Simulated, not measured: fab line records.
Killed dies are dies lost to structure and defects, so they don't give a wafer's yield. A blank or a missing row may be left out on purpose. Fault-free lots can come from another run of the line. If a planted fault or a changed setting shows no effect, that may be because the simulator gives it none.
Which of the tools did it? -- flow n5 finfet -- 12 lots with 36 wafers sampled at 3 steps, on a route of 1938 steps

== WHAT THE GAUGES READ, wafer by wafer ==
N5_BEOL_M15_THK_MEAS_50: measures by xrf. Usual: for M15_THK the level is 861 nm and the standard deviation is 14.
lot,measured,on,M15_THK (nm),flag
L979,day 14 12:49,film metro-02,893 875 882,
L980,day 14 19:52,film metro-01,830 835 831,
L981,day 15 04:58,film metro-01,843 847 863,
L982,day 15 12:35,film metro-01,848 862 842,
L985,day 16 01:40,film metro-01,873 855 858,
L989,day 17 05:22,film metro-02,855 861 868,
L990,day 17 02:05,film metro-02,880 854 878,
L996,day 17 06:13,film metro-01,879 880 846,
L994,day 17 23:39,film metro-01,860 864 885,
L995,day 18 07:06,film metro-01,870 846 867,
L997,day 18 11:58,film metro-01,883 883 868,
L999,day 20 12:14,film metro-01,848 857 842,

N5_BEOL_M15_RS_MEAS_54: measures by four-point-probe. Usual: for M15_RS the level is 0.0216 ohm/sq and the standard deviation is 0.00035.
lot,measured,on,M15_RS (ohm/sq),flag
L979,day 14 12:57,film metro-02,0.0209 0.0213 0.0211,
L980,day 14 20:02,film metro-02,0.0224 0.0222 0.0223,
L981,day 15 05:06,film metro-01,0.0222 0.0219 0.0215,
L982,day 15 12:43,film metro-01,0.0220 0.0217 0.0222,
L985,day 16 01:47,film metro-02,0.0215 0.0220 0.0219,
L989,day 17 05:30,film metro-02,0.0219 0.0216 0.0214,
L990,day 17 02:13,film metro-02,0.0210 0.0217 0.0212,
L996,day 17 06:20,film metro-01,0.0209 0.0209 0.0217,
L994,day 17 23:47,film metro-02,0.0215 0.0214 0.0209,
L995,day 18 07:14,film metro-01,0.0212 0.0217 0.0210,
L997,day 18 12:06,film metro-01,0.0213 0.0212 0.0217,
L999,day 20 12:22,film metro-01,0.0219 0.0217 0.0220,

== TOOL THAT RAN EACH LOT (tool first, then ch and the chambers of the sampled wafers, then the start) ==
lot,N5_BEOL_M4_SPUTTER_92
L979,"pvd sputter-01, day 11 02:28"
L980,"pvd sputter-01, day 11 08:16"
L981,"pvd sputter-02, day 11 10:58"
L982,"pvd sputter-03, day 11 16:58"
L985,"pvd sputter-03, day 12 03:19"
L989,"pvd sputter-03, day 12 23:19"
L990,"pvd sputter-03, day 13 06:11"
L996,"pvd sputter-02, day 13 06:20"
L994,"pvd sputter-02, day 14 05:44"
L995,"pvd sputter-02, day 14 08:40"
L997,"pvd sputter-01, day 14 13:31"
L999,"pvd sputter-01, day 16 02:31"
- N5_BEOL_M4_SPUTTER_92: material Cu, target thk 4.5 nm, time 8.29 s.

== AS READ BY THE TOOLS THEMSELVES (means over the sampled wafers that have a number; for cases with no such wafer, the mark the record gives instead) ==
N5_BEOL_M4_SPUTTER_92. Usual: chamber pressure pa 0.07002 Pa, standard deviation 0.00014; substrate temp c -20.00 C, standard deviation 0.11; throttle valve pct 29.9 %, standard deviation 1.1.
lot,tool,chamber pressure pa (Pa),substrate temp c (C),throttle valve pct (%),flag
L979,pvd sputter-01,0.07001,-19.94,29.8,
L980,pvd sputter-01,0.07020,-19.95,30.6,
L981,pvd sputter-02,0.06998,-19.95,30.6,
L982,pvd sputter-03,0.07004,-20.06,29.8,
L985,pvd sputter-03,0.06997,-20.03,30.2,
L989,pvd sputter-03,0.07016,-19.93,30.2,
L990,pvd sputter-03,0.06998,-19.97,29.8,
L996,pvd sputter-02,0.06993,-20.11,29.4,
L994,pvd sputter-02,0.06993,-19.95,29.3,
L995,pvd sputter-02,0.06998,-20.06,29.2,
L997,pvd sputter-01,0.07020,-19.98,29.9,
L999,pvd sputter-01,0.07021,-20.06,29.4,

== THE ANSWER, worked out from the rows above alone ==
Rule: lot off if the mean of its wafers having a number is beyond 3 standard deviations from the usual mean. Also off: a lot with no number at a reading for which 4 or more lots have one. The other lots that the step has rows for count as sound. The gauges are gone through in route order, then the tools' own readings, and for those a lot's mean is taken as printed above. The first step at which some lot is off is used, and at that step the reading that is off furthest; a lot without a number counts as furthest.
Across all readings shown, no lot is off: no conclusion can be drawn from this.

== WHAT THE SIMULATOR PUT IN ==
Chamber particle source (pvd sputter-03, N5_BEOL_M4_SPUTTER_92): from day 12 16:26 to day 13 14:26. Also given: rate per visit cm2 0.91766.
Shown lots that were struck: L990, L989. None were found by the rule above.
